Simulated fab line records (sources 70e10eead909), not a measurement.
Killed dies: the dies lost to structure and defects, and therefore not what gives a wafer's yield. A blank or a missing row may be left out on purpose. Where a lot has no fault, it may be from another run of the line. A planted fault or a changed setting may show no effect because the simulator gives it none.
Tool commonality check -- flow nand harc -- 1 lot, 3 wafers sampled

REASON IT WAS OPENED
At NHARC_END_SORT_01 the reading killed at array is flagged on 1 of 1 lot. Fault-free wafers read 26, with a standard deviation of 9.1.
Rule: a lot is flagged in two cases, either no wafer of it has a number, or all its wafers with numbers fall more than 4 standard deviations from that mean. As for the other lots, they are considered sound.

lot,measured,on,"killed at array, wafer by wafer",flag
L432,day 25 13:41,prober-02,102 87 99,FLAGGED
The mean of the flagged lots' numbers is 96, +70 from the usual (+8 standard deviations).

WHICH TOOL RAN EACH LOT
4 process steps preceding the reading are held in the record, out of 1159 steps in the route. Cell contents, in order: the tool; ch with the chambers the sampled wafers went through; the start.
lot,flag,NHARC_A_SLIT_DESCUM_14,NHARC_A_SLIT_ETCH_15,NHARC_A_WL_FILL_STRIP_29,NHARC_A_WL_FILL_ALD_19
L432,FLAGGED,"rie diel-09 ch 0,1, day 19 08:37","rie diel-09 ch 0,2,3, day 20 14:54 or earlier","rie diel-11 ch 1,2, day 20 14:54","ald metal-04 ch 1,3, day 20 20:17"
What these steps do:
- NHARC_A_SLIT_DESCUM_14: chemistry O2, time 3 s.
- NHARC_A_SLIT_ETCH_15: etches the open film in O2/COS, target depth 3200 nm, time 832 s.
- NHARC_A_WL_FILL_STRIP_29: strips in O2, time 20 s.
- NHARC_A_WL_FILL_ALD_19: deposits TiN, target thk 2 nm, pulse time 3 s, ald cycles 100.
- NHARC_END_SORT_01

FLAGGED AGAINST TOTAL, ONE TOOL AT A TIME (gauges that did the reading follow at the end)
step,tool,lots run,flagged,share of the flagged lots,sound lots run after its first flagged lot
NHARC_A_SLIT_DESCUM_14,rie diel-09,1,1,all,0
NHARC_A_SLIT_ETCH_15,rie diel-09,1,1,all,0
NHARC_A_WL_FILL_STRIP_29,rie diel-11,1,1,all,0
NHARC_A_WL_FILL_ALD_19,ald metal-04,1,1,all,0
NHARC_END_SORT_01,prober-02,1,1,all,0
NHARC_A_SLIT_ETCH_15 gives no start for some lots, so the hours and the order of its lots are those of NHARC_A_WL_FILL_STRIP_29.

WHAT IS ALLOWED BY THE TABLE
5 rows of the table ran every flagged lot: rie diel-09 at NHARC_A_SLIT_DESCUM_14, rie diel-09 at NHARC_A_SLIT_ETCH_15, rie diel-11 at NHARC_A_WL_FILL_STRIP_29, ald metal-04 at NHARC_A_WL_FILL_ALD_19, prober-02 at NHARC_END_SORT_01.
- rie diel-09 at NHARC_A_SLIT_DESCUM_14: 1 of its 1 lot flagged. No sound lot ran on it before its first flagged lot in this sample; the start therefore can't be narrowed down.
- rie diel-09 at NHARC_A_SLIT_ETCH_15: 1 of its 1 lot flagged. No sound lot ran on it before its first flagged lot in this sample; the start therefore can't be narrowed down.
- rie diel-11 at NHARC_A_WL_FILL_STRIP_29: 1 of its 1 lot flagged. No sound lot ran on it before its first flagged lot in this sample; the start therefore can't be narrowed down.
- ald metal-04 at NHARC_A_WL_FILL_ALD_19: 1 of its 1 lot flagged. No sound lot ran on it before its first flagged lot in this sample; the start therefore can't be narrowed down.
- prober-02 at NHARC_END_SORT_01: 1 of its 1 lot flagged. No sound lot ran on it before its first flagged lot in this sample; the start therefore can't be narrowed down.
Counting lots can't tell these 4 tools apart, because each fits a fault that began at some hour. More lots, or a look at what each step does to the wafer, might.

WHAT THE SIMULATOR HAD INSERTED
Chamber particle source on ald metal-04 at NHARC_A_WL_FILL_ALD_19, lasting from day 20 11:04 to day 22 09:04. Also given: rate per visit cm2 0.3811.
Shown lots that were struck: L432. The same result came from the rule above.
